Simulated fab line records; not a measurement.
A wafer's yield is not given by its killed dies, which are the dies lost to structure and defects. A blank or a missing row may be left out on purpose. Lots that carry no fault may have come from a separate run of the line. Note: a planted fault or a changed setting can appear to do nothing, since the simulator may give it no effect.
Matching of chambers -- flow nand_harc -- 4 sister chambers for NHARC_P_BONDPAD_DESCUM_11 on rie_diel-07
The step chemistry O2, time 3 s. 14 wafers are shown with their chamber, then 7 later ones without.

== WAFERS, EACH WITH ITS CHAMBER ==
wafer,chamber,oes_product_au (a.u.),rf_vpp_V (V),throttle_valve_pct (%)
L074.1,3,1.023,58.1,11.335
L074.5,2,1.001,58.9,11.301
L074.6,1,0.997,58.1,11.305
L075.3,0,0.991,59.3,11.327
L075.4,2,1.008,58.8,11.317
L075.6,3,1.014,57.4,11.314
L084.3,3,1.008,56.1,11.313
L084.5,1,0.992,57.3,11.299
L084.6,3,1.016,57.4,11.315
L085.1,2,1.002,58.9,11.302
L085.2,1,0.997,57.0,11.321
L085.6,2,0.997,56.0,11.312
L086.4,0,0.991,58.8,11.314
L086.5,2,1.003,58.7,11.295

SIGNATURES (means of the wafers above)
reading,chamber 0,chamber 1,chamber 2,chamber 3,scatter within a chamber
oes_product_au,0.99100,0.99533,1.00220,1.01525,0.00441
rf_vpp_V,59.050,57.467,58.260,57.250,0.963
throttle_valve_pct,11.32050,11.30833,11.30540,11.31925,0.00997
Rule: a wafer lies at a distance from a chamber equal to the root of the sum of squares, over the readings, of (its reading less the chamber's mean, divided by the reading's scatter). The wafer belongs to the nearest chamber; if the next one is less than 2 further off, it can't be placed. How the scatter is found: for the shown wafers, subtract from each reading the mean of its chamber, square and add these, divide the total by (wafers less chambers), then take the root.

== WAFERS WITH NO CHAMBER GIVEN ==
wafer,oes_product_au (a.u.),rf_vpp_V (V),throttle_valve_pct (%)
L086.6,0.997,56.8,11.298
L088.1,0.993,57.6,11.310
L088.2,0.978,58.3,11.300
L088.3,1.012,57.7,11.319
L089.3,1.008,57.1,11.309
L089.5,1.006,58.6,11.313
L089.6,1.011,56.4,11.319

== THE CHAMBER EACH PASSED THROUGH ==
wafer,from the rows above,in truth
L086.6,can't be placed: 1 or 2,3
L088.1,can't be placed: 1 or 0 or 2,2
L088.2,can't be placed: 0 or 1 or 2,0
L088.3,can't be placed: 3 or 2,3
L089.3,can't be placed: 2 or 3 or 1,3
L089.5,can't be placed: 2 or 3 or 1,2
L089.6,can't be placed: 3 or 2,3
0 of 7 placed correctly. From these rows, 7 cannot be placed; in 6 the true chamber is one of the candidates. Placed wrongly: 0.
